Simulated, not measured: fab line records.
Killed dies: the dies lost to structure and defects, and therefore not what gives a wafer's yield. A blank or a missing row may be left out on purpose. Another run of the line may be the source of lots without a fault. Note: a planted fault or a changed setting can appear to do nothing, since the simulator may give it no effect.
Chamber matching + flow n5Finfet + N5_GATE_CUT_CMP_02 on cmp-01: 4 sister chambers
The step polishes, stops on SiO2, t overpolish 12.7 s, target thk 0 nm. 14 wafers are shown with their chamber, then 7 later ones without.

## WAFERS PAIRED WITH THEIR CHAMBERS
| wafer  | chamber | motorCurrentA (A) | slurryFlowMlMin | timeToEndpointS (s) |
|--------|---------|-------------------|-----------------|---------------------|
| L076.1 | 1       | 9.8               | 149.3           | 24                  |
| L076.4 | 3       | 10.5              | 151.0           | 27                  |
| L076.6 | 2       | 7.8               | 150.1           | 28                  |
| L080.2 | 3       | 10.3              | 149.5           | 22                  |
| L080.3 | 2       | 7.5               | 149.5           | 25                  |
| L080.5 | 0       | 9.1               | 150.7           | 27                  |
| L085.1 | 1       | 9.6               | 149.2           | 20                  |
| L085.2 | 2       | 8.1               | 149.9           | 24                  |
| L085.3 | 3       | 10.1              | 150.0           | 27                  |
| L087.2 | 0       | 9.6               | 149.8           | 26                  |
| L087.3 | 3       | 9.9               | 150.7           | 25                  |
| L087.5 | 3       | 10.6              | 151.4           | 25                  |
| L088.3 | 3       | 10.7              | 149.7           | 28                  |
| L088.5 | 3       | 9.9               | 149.8           | 29                  |

SIGNATURES (averages over the wafers above)
| reading         | chamber 0 | chamber 1 | chamber 2 | chamber 3 | scatter within a chamber |
|-----------------|-----------|-----------|-----------|-----------|--------------------------|
| motorCurrentA   | 9.350     | 9.700     | 7.800     | 10.286    | 0.312                    |
| slurryFlowMlMin | 150.250   | 149.250   | 149.833   | 150.300   | 0.616                    |
| timeToEndpointS | 26.50     | 22.00     | 25.67     | 26.14     | 2.24                     |
Rule: for each reading, subtract the chamber's mean from the wafer's reading, divide by that reading's scatter and square the result; add these up over the readings and take the root, which gives the wafer's distance from the chamber. If the next closest chamber is less than 2 further off than the closest, the wafer can't be placed; otherwise it belongs to the closest. How the scatter is found: for the shown wafers, subtract from each reading the mean of its chamber, square and add these, divide the total by (wafers less chambers), then take the root.

## WAFERS WHOSE CHAMBER IS MISSING
| wafer  | motorCurrentA (A) | slurryFlowMlMin | timeToEndpointS (s) |
|--------|-------------------|-----------------|---------------------|
| L088.6 | 8.3               | 149.9           | 24                  |
| L089.2 | 7.8               | 150.6           | 23                  |
| L089.4 | 10.3              | 150.2           | 25                  |
| L089.6 | 10.2              | 150.1           | 24                  |
| L093.1 | 8.0               | 150.1           | 28                  |
| L093.5 | 10.1              | 149.4           | 24                  |
| L093.6 | 7.8               | 150.4           | 27                  |

## EACH ONE'S CHAMBER
| wafer  | from the rows above          | in truth |
|--------|------------------------------|----------|
| L088.6 | can't be placed: 2 or 0      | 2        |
| L089.2 | 2                            | 2        |
| L089.4 | 3                            | 3        |
| L089.6 | can't be placed: 3 or 1 or 0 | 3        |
| L093.1 | 2                            | 2        |
| L093.5 | can't be placed: 1 or 3 or 0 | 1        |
| L093.6 | 2                            | 2        |
Correct placement for 4 of the 7. From these rows, 3 cannot be placed; in 3 the true chamber is one of the candidates. Number placed wrongly: 0.
